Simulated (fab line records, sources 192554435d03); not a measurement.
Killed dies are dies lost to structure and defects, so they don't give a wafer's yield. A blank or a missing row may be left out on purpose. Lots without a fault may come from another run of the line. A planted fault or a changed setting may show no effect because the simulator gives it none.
Split-lot experiment | flow n5_finfet | 7 lots, 21 wafers read, on a route of 1938 steps

THE SPLIT
At N5_GATE_CUT_COAT_34 (time 60 s, resist thk 60 nm), the setting spin_rpm was moved away from the recipe's 1500 rpm on 7 of the 21 wafers read, by +3.9% to +10.8%. The other wafers ran this setting at the recipe's value.

FROM THE SPLIT TO THE READING: what the file shows between them, 7 steps
- N5_GATE_CUT_COAT_35: time 60 s, resist thk 10 nm
- N5_GATE_CUT_COAT_27: time 60 s, resist thk 10 nm
- N5_GATE_CUT_ETCH_28: etches underlayer in N2/H2, target depth 13 nm, time 10.4 s
- N5_GATE_CUT_ETCH_36: etches SiARC in CF4, target depth 13 nm, time 21.7 s
- N5_GATE_CUT_ETCH_37: etches SOC in N2/H2, target depth 60 nm, overetch 12 nm, time 90 s
- N5_GATE_CUT_STRIP_38: strips in N2/H2
- N5_GATE_CUT_STRIP_39: strips in N2/H2

THE READING
SOC_of_GATE_CUT_COAT_34.thk_nm (the simulator's own value, which no gauge read), in nm, at N5_GATE_CUT_HM_OPEN_40 (chemistry C4F6/O2, target SiO2, target depth 139 nm, time 85.1 s). The file gives no usual value for it. The 14 wafers here that ran the recipe average 32.8 nm, standard deviation 0.59 nm.

wafer  | tool, chamber at the split | spin_rpm as run, rpm | against the recipe | SOC_of_GATE_CUT_COAT_34.thk_nm, nm | against lot-mates on the recipe
L074.4 | litho_track-04, 0          | 1500                 | recipe             | 32                                 | -
L074.6 | litho_track-04, 0          | 1500                 | recipe             | 32                                 | -
L074.5 | litho_track-04, 0          | 1500                 | recipe             | 31.8                               | -
L075.3 | litho_track-04, 0          | 1500                 | recipe             | 33.4                               | -
L075.5 | litho_track-04, 0          | 1500                 | recipe             | 33                                 | -
L075.6 | litho_track-04, 0          | 1500                 | recipe             | 32.6                               | -
L082.2 | litho_track-04, 0          | 1500                 | recipe             | 33.2                               | -
L082.3 | litho_track-04, 0          | 1653                 | +10.2%             | 30.4                               | -2.8
L082.5 | litho_track-04, 0          | 1653                 | +10.2%             | 29.8                               | -3.4
L083.1 | litho_track-05, 0          | 1558                 | +3.9%              | 31.6                               | -1.6
L083.2 | litho_track-05, 0          | 1500                 | recipe             | 33.2                               | -
L083.5 | litho_track-05, 0          | 1558                 | +3.9%              | 31.2                               | -2.0
L084.1 | litho_track-05, 0          | 1662                 | +10.8%             | 30                                 | -2.8
L084.3 | litho_track-05, 0          | 1500                 | recipe             | 32.8                               | -
L084.4 | litho_track-05, 0          | 1662                 | +10.8%             | 29.2                               | -3.6
L085.3 | litho_track-02, 0          | 1500                 | recipe             | 33.4                               | -
L085.6 | litho_track-02, 0          | 1500                 | recipe             | 33.4                               | -
L085.4 | litho_track-02, 0          | 1500                 | recipe             | 33                                 | -
L092.2 | litho_track-05, 0          | 1500                 | recipe             | 33.2                               | -
L092.3 | litho_track-05, 0          | 1642                 | +9.5%              | 30.4                               | -2.1
L092.5 | litho_track-05, 0          | 1500                 | recipe             | 31.8                               | -

THE FIT
A straight line over all 21 wafers: SOC_of_GATE_CUT_COAT_34.thk_nm changes by -0.276 nm for each +1% of spin_rpm; r = -0.91; the points scatter about the line by 0.56 nm.
The same after taking each lot's own level away (the mean of its wafers on the recipe; 21 wafers): -0.291 nm for each +1%; r = -0.95; scatter 0.42 nm.
On that fit, the largest move of spin_rpm shifts the reading by 3.1 nm.
The lots' own levels span 31.93 to 33.27 nm, that is 2.2 times the standard deviation above.
So the lot-to-lot level changes the slope little: the two slopes agree.
Check: with one of the wafers moved furthest among these (+10.8%) left out of the fit, the line predicts -3.3 nm for it against its lot-mates. It came out at -2.8 nm against them.

THE WHOLE CHAIN: every reading that the file lists as answering this split, in the file's order
step                   | what it does                                                       | reading                                                                         | change (the file's fit)               | r (the file's)
N5_GATE_CUT_COAT_34    | time 60 s, resist thk 60 nm                                        | SOC_of_GATE_CUT_COAT_34.thk_nm (the simulator's own value, which no gauge read) | -0.271 nm for each +1% of the setting | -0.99
N5_GATE_CUT_ETCH_37    | etches SOC in N2/H2, target depth 60 nm, overetch 12 nm, time 90 s | etch.depth_nm (the simulator's own value, which no gauge read)                  | -0.276 nm for each +1% of the setting | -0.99
N5_GATE_CUT_HM_OPEN_40 | chemistry C4F6/O2, target SiO2, target depth 139 nm, time 85.1 s   | SOC_of_GATE_CUT_COAT_34.thk_nm (the simulator's own value, which no gauge read) | -0.286 nm for each +1% of the setting | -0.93

THE FILE'S OWN FIT
SOC_of_GATE_CUT_COAT_34.thk_nm changes by -0.286 nm for each +1% of spin_rpm, r = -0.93.
